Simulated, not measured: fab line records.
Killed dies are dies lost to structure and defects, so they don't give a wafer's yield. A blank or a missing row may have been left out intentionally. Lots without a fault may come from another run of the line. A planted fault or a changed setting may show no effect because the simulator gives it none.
Which of the tools did it? ; flow nand harc ; 39 wafers from 13 lots sampled at 3 of the route's 1159 steps

== WHAT EACH GAUGE READ, for each wafer ==
NHARC_P_GATE_CD_MEAS_91: target cd 2000 nm.
lot;measured;on;cd nm (nm)
L135;day 5 10:48;cd sem-01;1999.3 2001.6 1998.2
L137;day 5 17:25;cd sem-02;1999.1 1998.4 1999.3
L136;day 5 17:37;cd sem-02;1999.0 1998.4 1999.7
L138;day 6 07:17;cd sem-03;2001.3 1999.9 1998.9
L139;day 6 14:58;cd sem-01;2002.0 2001.8 2000.4
L140;day 6 15:44;cd sem-01;- - -
L149;day 8 20:47;cd sem-02;1998.8 1999.1 1999.6
L151;day 9 09:25;cd sem-01;1998.2 1998.1 1997.8
L152;day 9 10:01;cd sem-01;1999.6 2000.0 1998.6
L154;day 9 21:46;cd sem-02;1997.4 2001.4 1999.9
L155;day 10 09:52;cd sem-02;1999.4 2001.5 1999.6
L156;day 10 17:09;cd sem-01;2000.3 2001.0 1998.4
L157;day 10 17:37;cd sem-01;2001.2 2001.5 2000.9

== EACH LOT AND THE TOOL THAT RAN IT (in order: tool; ch and the chambers of the sampled wafers; start) ==
lot;NHARC_P_GATE_STRIP_75;NHARC_P_GATE_EXPOSE_88
L135;plasma asher-02 ch 0,1, day 5 08:22;krf scanner-01 ch 0, day 5 10:38
L137;plasma asher-02 ch 0,1, day 5 14:47;krf scanner-04 ch 0, day 5 17:16
L136;plasma asher-01 ch 0,1, day 5 14:58;krf scanner-03 ch 0, day 5 17:27
L138;plasma asher-01 ch 0,1, day 6 04:39;krf scanner-01 ch 0, day 6 07:08
L139;plasma asher-02 ch 0,1, day 6 12:35;krf scanner-01 ch 0, day 6 14:49
L140;plasma asher-01 ch 0,1, day 6 13:06;krf scanner-04 ch 0, day 6 15:35
L149;plasma asher-01 ch 0, day 8 18:07;krf scanner-03 ch 0, day 8 20:38
L151;plasma asher-01 ch 0,1, day 9 06:52;krf scanner-04 ch 0, day 9 09:16
L152;plasma asher-01 ch 0,1, day 9 07:28;krf scanner-04 ch 0, day 9 09:52
L154;plasma asher-01 ch 0,1, day 9 19:07;krf scanner-04 ch 0, day 9 21:36
L155;plasma asher-02 ch 0,1, day 10 07:20;krf scanner-03 ch 0, day 10 09:43
L156;plasma asher-02 ch 0,1, day 10 14:37;krf scanner-03 ch 0, day 10 16:59
L157;plasma asher-02 ch 0,1, day 10 14:59;krf scanner-04 ch 0, day 10 17:28
- NHARC_P_GATE_STRIP_75: strips in O2.
- NHARC_P_GATE_EXPOSE_88: exposes mask P HVN, target cd 2000 nm.

== AS READ BY THE TOOLS THEMSELVES (means over the sampled wafers that have a number; for cases with no such wafer, the mark the record gives instead) ==
NHARC_P_GATE_STRIP_75.
lot;tool;drypump motor current A (A);heater power w (W);temp c (C)
L135;plasma asher-02;5.31;325;250.04
L137;plasma asher-02;5.33;326;250.10
L136;plasma asher-01;5.85;309;250.14
L138;plasma asher-01;5.85;305;249.88
L139;plasma asher-02;5.39;310;250.00
L140;plasma asher-01;5.83;306;250.02
L149;plasma asher-01;6.02;285;250.27
L151;plasma asher-01;5.68;325;249.96
L152;plasma asher-01;5.69;329;250.15
L154;plasma asher-01;5.84;303;249.91
L155;plasma asher-02;5.36;315;250.10
L156;plasma asher-02;5.30;321;250.10
L157;plasma asher-02;5.30;323;250.01

== THE ANSWER, worked out from the rows above alone ==
Rule: what is usual is taken from the lots themselves. The widest of any qualifying gaps counts: lots, ordered by their means at a reading, are off when they make up no more than a third of the lots, leave a main group of 4 or more, and stand apart from it by 3 or more times the standard deviation of that group's means. If all means in a main group match to the digits the tables above print for the reading, that group is not used. Also off: a lot with no number at a reading for which 4 or more lots have one. Any other lot the step has rows for is counted as sound. First the gauges in route order, then the tools' own readings, where a lot's mean is used as printed above. The first step at which some lot is off is used, and at that step the reading that is off furthest; a lot without a number counts as furthest.
Off: L140 (NHARC_P_GATE_CD_MEAS_91, cd nm). Without a number there: L140. For the main group the mean is 1999.7 nm and the standard deviation 0.9.
If a tool, at a process step before that reading, ran all the lots that are off and no sound lot after the first of them, it fits. Gauges at NHARC_P_GATE_CD_MEAS_91: tried the same way as those tools. No candidate that was tried fits.

== WHAT HAD BEEN PUT IN BY THE SIMULATOR ==
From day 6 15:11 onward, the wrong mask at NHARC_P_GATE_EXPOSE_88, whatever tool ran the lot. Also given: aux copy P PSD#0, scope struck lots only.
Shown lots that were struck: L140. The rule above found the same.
